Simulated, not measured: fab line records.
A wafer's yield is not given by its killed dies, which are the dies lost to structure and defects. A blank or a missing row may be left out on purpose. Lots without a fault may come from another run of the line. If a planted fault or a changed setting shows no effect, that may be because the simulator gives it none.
What tool caused it? / flow n5-finfet / 9 lots with 26 wafers sampled at 2 steps, on a route of 1938 steps

## WHAT THE GAUGES SHOWED, per wafer
N5_BEOL_M4_RC_MEAS_101.
lot=L663; measured=day 7 23:20; on=prober-02; IOFF_P (nA/um)=0.19 0.24 0.25
lot=L665; measured=day 8 02:20; on=prober-01; IOFF_P (nA/um)=0.18 0.18 0.16
lot=L668; measured=day 9 00:47; on=prober-02; IOFF_P (nA/um)=0.20 0.21 0.17
lot=L669; measured=day 9 10:29; on=prober-01; IOFF_P (nA/um)=0.21 0.22 0.24
lot=L671; measured=day 9 20:32; on=prober-01; IOFF_P (nA/um)=0.18 0.21 0.16
lot=L672; measured=day 10 02:59; on=prober-02; IOFF_P (nA/um)=0.24 0.22 0.22
lot=L673; measured=day 10 01:27; on=prober-01; IOFF_P (nA/um)=0.19 0.20 0.17
lot=L677; measured=day 11 15:43; on=prober-01; IOFF_P (nA/um)=0.31 0.31
lot=L685; measured=day 14 08:34; on=prober-02; IOFF_P (nA/um)=0.22 0.22 0.19

## WHICH TOOL RAN EACH LOT (tool, then ch and the chambers of the sampled wafers, then the start)
lot=L663; N5_BEOL_M0_SAQP_CUT_ETCH_46=rie-diel-06 ch 2,3, day 5 19:28
lot=L665; N5_BEOL_M0_SAQP_CUT_ETCH_46=rie-diel-06 ch 1,2,3, day 6 05:22
lot=L668; N5_BEOL_M0_SAQP_CUT_ETCH_46=rie-diel-06 ch 0,2, day 6 22:52
lot=L669; N5_BEOL_M0_SAQP_CUT_ETCH_46=rie-diel-06 ch 0,1, day 7 06:58
lot=L671; N5_BEOL_M0_SAQP_CUT_ETCH_46=rie-diel-06 ch 1,2,3, day 7 19:23
lot=L672; N5_BEOL_M0_SAQP_CUT_ETCH_46=rie-diel-01 ch 1,2,3, day 7 20:41
lot=L673; N5_BEOL_M0_SAQP_CUT_ETCH_46=rie-diel-06 ch 0,2,3, day 8 00:22
lot=L677; N5_BEOL_M0_SAQP_CUT_ETCH_46=rie-diel-06 ch 1,3, day 9 05:03
lot=L685; N5_BEOL_M0_SAQP_CUT_ETCH_46=rie-diel-03 ch 1,2, day 11 07:04
- N5_BEOL_M0_SAQP_CUT_ETCH_46: etches SOC in N2/H2, target depth 135 nm, overetch 27 nm, time 202.5 s.

## THE ANSWER, worked out from the rows above alone
Rule: the lots themselves supply what counts as usual. The widest of any qualifying gaps counts: lots, ordered by their means at a reading, are off when they make up no more than a third of the lots, leave a main group of 4 or more, and stand apart from it by 3 or more times the standard deviation of that group's means. The tables above print the reading to a certain number of digits; a main group whose means all agree to those digits is not used. A lot without any number at a reading at which 4 lots or more have one is off too. Any other lot the step has rows for is counted as sound.
Off: at N5_BEOL_M4_RC_MEAS_101 (IOFF_P), L677. Main group: mean 0.20 nA/um, sd 0.02.
A tool fits if, at a process step before that reading, it ran every lot that is off, and no sound lot after the first of them. The gauges at N5_BEOL_M4_RC_MEAS_101 are tried like those tools. Can't be told from this: 2 tools fit, rie-diel-06 at N5_BEOL_M0_SAQP_CUT_ETCH_46, prober-01 at N5_BEOL_M4_RC_MEAS_101.

## WHAT HAD BEEN PUT IN BY THE SIMULATOR
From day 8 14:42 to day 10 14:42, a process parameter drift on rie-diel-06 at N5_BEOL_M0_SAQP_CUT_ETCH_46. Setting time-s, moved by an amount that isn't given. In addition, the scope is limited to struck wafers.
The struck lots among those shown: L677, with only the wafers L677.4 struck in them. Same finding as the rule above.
